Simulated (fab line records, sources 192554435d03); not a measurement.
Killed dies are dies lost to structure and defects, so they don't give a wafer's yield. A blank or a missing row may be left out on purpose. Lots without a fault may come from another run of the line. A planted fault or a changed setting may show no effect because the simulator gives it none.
Chamber matching | flow n5_finfet | N5_FIN_SAQP_ETCH_69 on rie_diel-01: 4 sister chambers
The step etches SOC in N2/H2, stops on SiNx, target depth 150 nm. 18 wafers are shown with their chamber, then 9 later ones without.

WAFERS WITH THEIR CHAMBER
wafer  | chamber | showerhead_plenum_p_Torr (Torr) | drypump_motor_current_A (A) | oes_product_au (a.u.)
L078.1 | 1       | 2.51                            | 5.9                         | 0.70
L078.4 | 0       | 2.73                            | 6.2                         | 0.87
L078.6 | 2       | 2.56                            | 5.6                         | 0.77
L079.2 | 2       | 2.56                            | 5.5                         | 0.77
L079.3 | 0       | 2.73                            | 6.2                         | 0.87
L079.4 | 3       | 2.55                            | 6.4                         | 0.76
L080.2 | 1       | 2.51                            | 5.9                         | 0.70
L080.4 | 3       | 2.55                            | 6.4                         | 0.75
L080.5 | 2       | 2.56                            | 5.6                         | 0.77
L082.1 | 0       | 2.73                            | 6.2                         | 0.86
L082.3 | 3       | 2.55                            | 6.4                         | 0.75
L082.6 | 2       | 2.56                            | 5.5                         | 0.76
L083.1 | 1       | 2.51                            | 5.9                         | 0.69
L083.2 | 3       | 2.55                            | 6.4                         | 0.74
L083.5 | 2       | 2.56                            | 5.6                         | 0.76
L085.2 | 3       | 2.54                            | 6.4                         | 0.74
L085.3 | 2       | 2.56                            | 5.6                         | 0.76
L085.6 | 1       | 2.51                            | 5.9                         | 0.70

SIGNATURES (means of the wafers above)
reading                  | chamber 0 | chamber 1 | chamber 2 | chamber 3 | scatter within a chamber
showerhead_plenum_p_Torr | 2.7300    | 2.5100    | 2.5600    | 2.5480    | 0.00239
drypump_motor_current_A  | 6.200     | 5.900     | 5.567     | 6.400     | 0.0309
oes_product_au           | 0.8667    | 0.6975    | 0.7650    | 0.7480    | 0.00639
Rule: a wafer's distance from a chamber is the root of the sum, over the readings, of the square of ((its reading less the chamber's mean) divided by the reading's scatter). The wafer belongs to the nearest chamber; if the next one is less than 2 further off, it can't be placed. The scatter: the root of (the sum of the squares of (reading less its chamber's mean) over the shown wafers, divided by (wafers less chambers)).

WAFERS WITHOUT THEIR CHAMBER
wafer  | showerhead_plenum_p_Torr (Torr) | drypump_motor_current_A (A) | oes_product_au (a.u.)
L087.1 | 2.51                            | 5.9                         | 0.69
L087.2 | 2.54                            | 6.4                         | 0.74
L087.6 | 2.55                            | 5.5                         | 0.75
L088.1 | 2.55                            | 5.6                         | 0.75
L088.5 | 2.54                            | 6.4                         | 0.75
L088.6 | 2.73                            | 6.2                         | 0.84
L097.2 | 2.50                            | 5.9                         | 0.67
L097.3 | 2.54                            | 6.5                         | 0.73
L097.6 | 2.54                            | 6.5                         | 0.73

WHICH CHAMBER EACH WENT THROUGH
wafer  | from the rows above | in truth
L087.1 | 1                   | 1
L087.2 | 3                   | 3
L087.6 | 2                   | 2
L088.1 | 2                   | 2
L088.5 | 3                   | 3
L088.6 | 0                   | 0
L097.2 | 1                   | 1
L097.3 | 3                   | 3
L097.6 | 3                   | 3
Placed correctly: 9 of 9. Can't be placed from these rows: 0. Placed wrongly: 0.
